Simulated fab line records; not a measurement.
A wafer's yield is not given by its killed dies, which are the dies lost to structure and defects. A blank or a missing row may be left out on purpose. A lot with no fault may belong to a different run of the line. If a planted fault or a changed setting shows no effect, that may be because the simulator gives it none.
Problem report in the 8D (eight disciplines) form, filled by code | flow nand harc | the parts of the form that need people (team, actions taken, sign-off) are left out

## 1. WHAT IS WRONG
At NHARC_A_WL_FILL_ETCHBACK_04, run length s averages 91.3 s over 2 wafers from 2 lots, while fault-free wafers read 141.3 s, standard deviation 0.36. That is -99 or more standard deviations from the usual mean.
The step: etches the open film in NF3, target depth 60 nm, time 120 s.
Seen first at day 25 16:41 on rie metal-02, wafer L216.6. The record has a number at this step for 42 wafers belonging to 14 lots. The rule behind "out" and "out of limits": a value lying over 4 standard deviations away from the usual mean. The other wafers with a number count as sound.

## 2. WHAT THIS IS AND IS NOT
question                    | is                | is not
which readings at this step | run length s      | drypump motor current A, oes product au
which lots                  | L216, L218        | L203, L204, L205, L206, L207, L209, L217, L221, L223, L224, L225, L226
which wafers of those lots  | L216.6, L218.6    | L216.2, L216.3, L218.3, L218.5
read on which tools         | rie metal-02      | rie metal-01, rie metal-03
when                        | from day 25 16:41 | up to then (20 sound wafers); but 20 sound wafers of L217, L218, L221, L223, L224, L225, L226 came after

## 3. SUSPECTS, AND WHAT RULES EACH OUT
Counting: a tool at a process step up to the reading stays a suspect if it ran every lot that is out. Sound lots after the first of them don't rule it out here, since some wafers of a struck lot are sound.
- rie metal-02 at NHARC_A_WL_FILL_ETCHBACK_04 (etches the open film in NF3, target depth 60 nm, time 120 s): kept. Ran every lot that is out, first one L216 (day 25 16:41); last sound lot up to then L209 (day 22 18:16). Its own run length s readings are out on those wafers.
- Within rie metal-02 at NHARC_A_WL_FILL_ETCHBACK_04, the wafers that are out were processed in chamber 0 and their sound lot-mates in chamber 1.
After counting, what remains is rie metal-02 at NHARC_A_WL_FILL_ETCHBACK_04.

## 4. THE CAUSE (what the simulator had put in)
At NHARC_A_WL_FILL_ETCHBACK_04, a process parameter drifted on rie metal-02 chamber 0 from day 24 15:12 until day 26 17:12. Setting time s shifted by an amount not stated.
The count eliminated every tool but this one.

## 5. SEQUENCE OF EFFECTS, ordered by route
Each row: a reading whose mean over the struck wafers that have a number lies more than 3 standard deviations from the usual. Only readings for which the record gives a usual standard deviation are gone through. hours: the time from each lot's start at the first step in this table that gives one to its start at this step, as a median over the lots. sigmas: the change in usual standard deviations.
hours | step                        | reading      | usual   | on struck wafers | change | sigmas
0     | NHARC_A_WL_FILL_ETCHBACK_04 | run length s | 141.3 s | 91.3             | -50.0  | -99 or more
Here are the process steps it includes:
- NHARC_A_WL_FILL_ETCHBACK_04: etches the open film in NF3, target depth 60 nm, time 120 s.

## 6. WHAT WOULD HAVE CAUGHT IT SOONER
In this record no reading fell out of limits until day 25 16:41, 25 hours after the fault had begun at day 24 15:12.
